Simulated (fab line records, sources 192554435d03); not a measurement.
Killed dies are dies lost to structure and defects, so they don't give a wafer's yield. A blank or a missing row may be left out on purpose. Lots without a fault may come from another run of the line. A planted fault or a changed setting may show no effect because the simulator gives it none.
Which tool did it? | flow n5_finfet | 11 lots, 30 wafers sampled, at 2 steps of a route of 1938

WHAT THE GAUGES READ, wafer by wafer
N5_BEOL_M9_THK_MEAS_01.
lot  | measured     | on            | M9_ILD_THK (nm)
L505 | day 9 14:06  | film_metro-02 | 267 274 271
L509 | day 10 03:30 | film_metro-01 | 267 266 270
L508 | day 10 09:24 | film_metro-02 | 274 275 272
L513 | day 11 16:12 | film_metro-02 | 265 268 269
L515 | day 11 22:23 | film_metro-01 | 267 274 265
L518 | day 12 20:14 | film_metro-01 | 264 273 270
L520 | day 13 05:03 | film_metro-02 | 270 271
L521 | day 13 06:11 | film_metro-02 | 265 261
L522 | day 13 18:40 | film_metro-01 | 261 267
L526 | day 14 20:30 | film_metro-01 | 265 266 270
L527 | day 15 01:16 | film_metro-02 | 263 269 273

WHICH TOOL RAN EACH LOT (tool, then ch and the chambers of the sampled wafers, then the start)
lot  | N5_BEOL_M9_ILD_DEP_00
L505 | pecvd-01 ch 0,2, day 9 13:17
L509 | pecvd-02 ch 0,1,2, day 10 02:54
L508 | pecvd-01 ch 0,1,2, day 10 08:47
L513 | pecvd-02 ch 1,2, day 11 15:22
L515 | pecvd-03 ch 1,2, day 11 21:17
L518 | pecvd-02 ch 1,2, day 12 19:06
L520 | pecvd-02 ch 0,2, day 13 04:28
L521 | pecvd-02 ch 0,2, day 13 05:07
L522 | pecvd-01 ch 1,2, day 13 17:35
L526 | pecvd-03 ch 1,2, day 14 19:53
L527 | pecvd-02 ch 0,1, day 15 00:41
- N5_BEOL_M9_ILD_DEP_00: deposits SiCOH lowk from DEMS/porogen, target thk 308.51 nm, time 58 s.

THE ANSWER, worked out from the rows above alone
Rule: what is usual is taken from the lots themselves. Put in order of their means at a reading, lots are off if they are a third of the lots or fewer, leave a main group of 4 or more, and stand apart from it by a gap of 3 or more times the standard deviation of the main group's means; of several such gaps the widest counts. A main group whose means are all the same, to the digits that the tables above print for the reading, isn't used. A lot without any number at a reading at which 4 lots or more have one is off too. The other lots that the step has rows for count as sound.
No lot is off at any reading shown: from this, nothing can be told.

WHAT THE SIMULATOR HAD PUT IN
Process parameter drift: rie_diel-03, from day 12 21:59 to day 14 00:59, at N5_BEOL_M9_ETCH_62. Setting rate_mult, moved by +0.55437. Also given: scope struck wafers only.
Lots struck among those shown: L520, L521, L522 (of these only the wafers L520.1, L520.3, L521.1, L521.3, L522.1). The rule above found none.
